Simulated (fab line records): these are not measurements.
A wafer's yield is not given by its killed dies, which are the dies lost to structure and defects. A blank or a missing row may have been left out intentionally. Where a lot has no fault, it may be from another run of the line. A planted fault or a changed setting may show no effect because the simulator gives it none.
Struck lot and sound lot, side by side	flow n5Finfet	36 out of 1938 route steps
Sound: the wafers L293.1, L293.3, L293.4. Wafers struck: L307.1, L307.2, L307.5. The cause comes at the end.
At each step with rows: each side's tool, then ch and its chambers, then its first start. Under that, the readings that differ: sound wafers	struck wafers	difference of the means	sigmas: that difference in standard deviations of wafers without a fault.
alike: same words and numbers on both sides, and readings whose means sit less than 2 such deviations apart. not compared: any withheld reading, any reading some wafer has no value for, any bound like >300 that may hide the same value, and any number with overlapping values for which the record gives no deviation.
The two part at a step that has a row with sigmas, a row that says differs or no value, or rows on one side only. Non-overlapping numbers with no deviation appear without sigmas and do not part them. A reading missing from all wafers of one side parts the sides only when that side holds two or more wafers.

first, 9 steps without rows for these wafers: N5_MOL_CONTACT_COAG_COAT_34 (resist thk 40 nm); N5_MOL_CONTACT_COAG_EBR_36; N5_MOL_CONTACT_COAG_SOFTBAKE_35 (time 60 s); N5_MOL_CONTACT_COAG_EXPOSE_37 (exposes mask VD, defocus 0 nm); N5_MOL_CONTACT_COAG_PEB_38 (peb time 60 s); N5_MOL_CONTACT_COAG_DEVELOP_39 (develop time 30 s); N5_MOL_CONTACT_COAG_DESCUM_45 (chemistry O2, time 7 s); N5_MOL_CONTACT_COAG_ETCH_65 (etches underlayer in N2/H2, target depth 13 nm, time 10.4 s); N5_MOL_CONTACT_COAG_ETCH_66 (etches SiARC in CF4, target depth 13 nm, time 21.7 s).
N5_MOL_CONTACT_COAG_ALD_133: deposits SiO2, target thk 5 nm, pulse time 1 s, co reactant pulse time 1 s.
  sound on aldSin-01 ch 0,1,3, day 5 21:16; struck on aldSin-01 ch 0,3, day 9 14:53
  alike: heaterPowerW, precursorPulseHeightRel
then, 25 steps without rows for these wafers: N5_MOL_CONTACT_COAG_ETCHBACK_134 (etches SiO2 in CHF3, target depth 10 nm, time 6.7 s); N5_MOL_CONTACT_COAG_ETCH_67 (etches SOC in N2/H2, target depth 60 nm, overetch 21 nm, time 101.2 s); N5_MOL_CONTACT_COAG_STRIP_68 (strips in N2/H2); N5_MOL_CONTACT_COAG_STRIP_69 (strips in N2/H2); N5_MOL_CONTACT_COAG_ETCHBACK_136 (etches SiO2 in CHF3, target depth 25 nm, time 16.7 s); N5_MOL_CONTACT_COAG_STRIP_120 (strips in CHF3); N5_MOL_CONTACT_COAG_VIA_ETCH_117 (etches SiO2 in C4F6/O2, target depth 40 nm, overetch 8 nm, time 26 s); N5_MOL_CONTACT_COAG_ETCH_124 (etches SiNx in CH3F/O2, stops on SiOC, target depth 6.5 nm); N5_MOL_CONTACT_COAG_ETCH_48 (etches SiOC in C4F6/O2, target depth 15 nm, overetch 4.5 nm, time 17 s); N5_MOL_CONTACT_COAG_STRIP_72 (strips in N2/H2); N5_MOL_CONTACT_COAG_STRIP_49 (strips in N2/H2, time 30 s); N5_MOL_CONTACT_COAG_PRECLEAN_138 (cleans in alkaline clean, time 60 s); N5_MOL_CONTACT_COAG_SRD_139 (time 30 s); N5_MOL_CONTACT_COAG_PRE_CLEAN_121; N5_MOL_CONTACT_COAG_CVD_140 (deposits W, target thk 66.5 nm, time 215 s); N5_MOL_CONTACT_COAG_PRECLEAN_127 (cleans in DIW, time 57.5 s); N5_MOL_CONTACT_COAG_SRD_128 (dry time 32 s); N5_MOL_CONTACT_COAG_CMP_52 (polishes, stops on SiO2, t overpolish 1.5 s, target thk 66.5 nm); N5_MOL_CONTACT_COAG_ANNEAL_112 (time 1800 s); N5_BEOL_M0_SAQP_PECVD_00 (deposits SiCN from 3MS/NH3, target thk 8 nm, time 14 s); N5_BEOL_M0_SAQP_ILD_DEP_01 (deposits SiOC from DEMS/O2, target thk 45.419 nm, time 8.7 s); N5_BEOL_M0_SAQP_HM_DEP_02 (deposits TiN, target thk 12 nm); N5_BEOL_M0_SAQP_PECVD_03 (deposits SiCN from 3MS/NH3, target thk 12 nm, time 21.1 s); N5_BEOL_M0_SAQP_PECVD_96 (deposits a-Si from SiH4/He, target thk 45 nm, time 45.2 s); N5_BEOL_M0_SAQP_PECVD_97 (deposits SiNx from SiH4/NH3/N2, target thk 23 nm, time 19.9 s).
-- a jump in the record: the struck wafers' starts before and after are 7 days apart (it breaks off in module BEOL_M0_SAQP and resumes in module PASSIVATION, where the first step shown is number 1936 of the route) --
N5_PASSIVATION_PROBE_49:
  rows exist in the record for the struck wafers here (prober-02, day 16 05:20), but not for the sound ones

WHERE THEY PART
Only at N5_PASSIVATION_PROBE_49, within this record.

WHY: whatever the simulator had introduced
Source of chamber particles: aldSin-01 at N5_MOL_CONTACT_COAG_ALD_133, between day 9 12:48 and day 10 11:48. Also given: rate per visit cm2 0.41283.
